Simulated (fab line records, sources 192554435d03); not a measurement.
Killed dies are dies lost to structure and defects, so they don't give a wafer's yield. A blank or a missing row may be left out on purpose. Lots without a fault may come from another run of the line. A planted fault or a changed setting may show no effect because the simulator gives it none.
A struck lot beside a sound one | flow n5_finfet | 19 steps out of a route of 1938
Sound: wafers L398.3, L398.4, L398.6. Struck: wafer L401.6. (L401.2, L401.5 of the same lot were not struck and are left out.) The cause comes at the end.
At each step with rows: each side's tool, then ch and its chambers, then its first start. Under that, the readings that differ: sound wafers | struck wafers | difference of the means | sigmas: that difference in standard deviations of wafers without a fault.
alike: readings whose means differ by less than 2 such deviations, and words and numbers that are the same on both sides. not compared: withheld readings, readings that some wafer has no value for, bounds like >300 that may hide the same value, and numbers for which the record gives no deviation and whose values overlap.
The two part at a step that has a row with sigmas, a row that says differs or no value, or rows on one side only. Numbers that don't overlap but have no deviation are shown without sigmas and don't part them. A reading that every wafer of one side lacks parts them only if that side has two wafers or more.

N5_BEOL_M12_ETCH_67: etches SiARC in CF4, target depth 143 nm, time 238.3 s.
  sound on rie_diel-06 ch 0,2,3, day 13 05:44; struck on rie_diel-01 ch 1, day 15 00:23
  reading               | sound       | struck | difference | sigmas
  etch_rf_on_time_s (s) | 243 238 244 | 233    | -9         | -3
  alike: chamber_pressure_mTorr, drypump_motor_current_A, oes_product_au, rf_vpp_V, showerhead_plenum_p_Torr, throttle_valve_pct
  not compared: rf_hours_counter_h
then, 2 steps without rows for these wafers: N5_BEOL_M12_ETCH_68 (etches SOC in N2/H2, time 285 s); N5_BEOL_M12_STRIP_69 (strips in N2/H2).
N5_BEOL_M12_TRENCH_ETCH_34: etches SiOC in C4F8/O2/Ar, target depth 318.95 nm, time 125.5 s.
  sound on rie_diel-06 ch 0,2,3, day 13 06:04; struck on rie_diel-01 ch 1, day 15 00:43
  alike: chamber_pressure_mTorr, drypump_motor_current_A, oes_product_au, rf_vpp_V, showerhead_plenum_p_Torr, throttle_valve_pct
  not compared: rf_hours_counter_h
then, 1 step without rows for these wafers: N5_BEOL_M12_STRIP_70 (strips in C4F8/O2/Ar).
N5_BEOL_M12_OCD_MEAS_35:
  sound on ocd-02, day 13 06:13; struck on ocd-01, day 15 00:53
  alike: trench_depth_nm
then, 4 steps without rows for these wafers: N5_BEOL_M12_STRIP_37 (strips in N2/H2); N5_BEOL_M12_ETCH_38 (etches SiCN in CF4/N2, target depth 68.7 nm, time 73.4 s); N5_BEOL_M12_PRECLEAN_39 (cleans in residue remover, time 60 s); N5_BEOL_M12_SRD_40 (time 30 s, dry time 30 s).
N5_BEOL_M12_DEGAS_41: time 60 s.
  sound on pvd_sputter-01, day 13 07:47; struck on pvd_sputter-01, day 15 03:07
  alike: heater_power_w
then, 1 step without rows for these wafers: N5_BEOL_M12_PRE_CLEAN_42 (time 30 s).
N5_BEOL_M12_SPUTTER_43: material TaN, target thk 15 nm, time 24.19 s.
  sound on pvd_sputter-01, day 13 07:52; struck on pvd_sputter-01, day 15 03:12
  reading                                      | sound      | struck | difference | sigmas
  model.TaN_of_BEOL_M12_SPUTTER_43.thk_nm (nm) | 14.8 15 15 | 22.6   | +7.7       |
  alike: throttle_valve_pct
N5_BEOL_M12_SPUTTER_44: material Ta, target thk 10 nm, time 16.13 s.
  sound on pvd_sputter-01, day 13 07:56; struck on pvd_sputter-01, day 15 03:17
  alike: throttle_valve_pct
then, 2 steps without rows for these wafers: N5_BEOL_M12_SPUTTER_45 (material Cu, target thk 80 nm, time 13.33 s); N5_BEOL_M12_ECD_47 (material Cu, target thk 720 nm).
N5_BEOL_M12_ANNEAL_48: time 90 s.
  sound on rtp_anneal-01 ch 0, day 13 08:38; struck on rtp_anneal-02 ch 0, day 15 03:46
  alike: wafer_temp_C_max
N5_BEOL_M12_CMP_49: polishes, stops on SiOC, t overpolish 20.6 s, target thk 320 nm.
  sound on cmp-04 ch 2,3, day 13 08:50; struck on cmp-01 ch 0, day 15 04:01
  reading                      | sound          | struck | difference | sigmas
  barrier_field_endpoint_s (s) | 31.7 31.3 31.1 | 41.2   | +9.8       | +13
  alike: motor_current_A
  not compared: model.Cu_of_BEOL_M12_ECD_47.thk_nm
N5_BEOL_M12_THK_MEAS_50: measures by xrf.
  sound on film_metro-01, day 13 09:08; struck on film_metro-01, day 15 04:18
  alike: M12_THK

WHERE THEY PART
First at N5_BEOL_M12_ETCH_67; last, within this record, at N5_BEOL_M12_CMP_49. Later steps at which nothing parts them and some readings are alike: N5_BEOL_M12_THK_MEAS_50.

WHY: what the simulator had put in
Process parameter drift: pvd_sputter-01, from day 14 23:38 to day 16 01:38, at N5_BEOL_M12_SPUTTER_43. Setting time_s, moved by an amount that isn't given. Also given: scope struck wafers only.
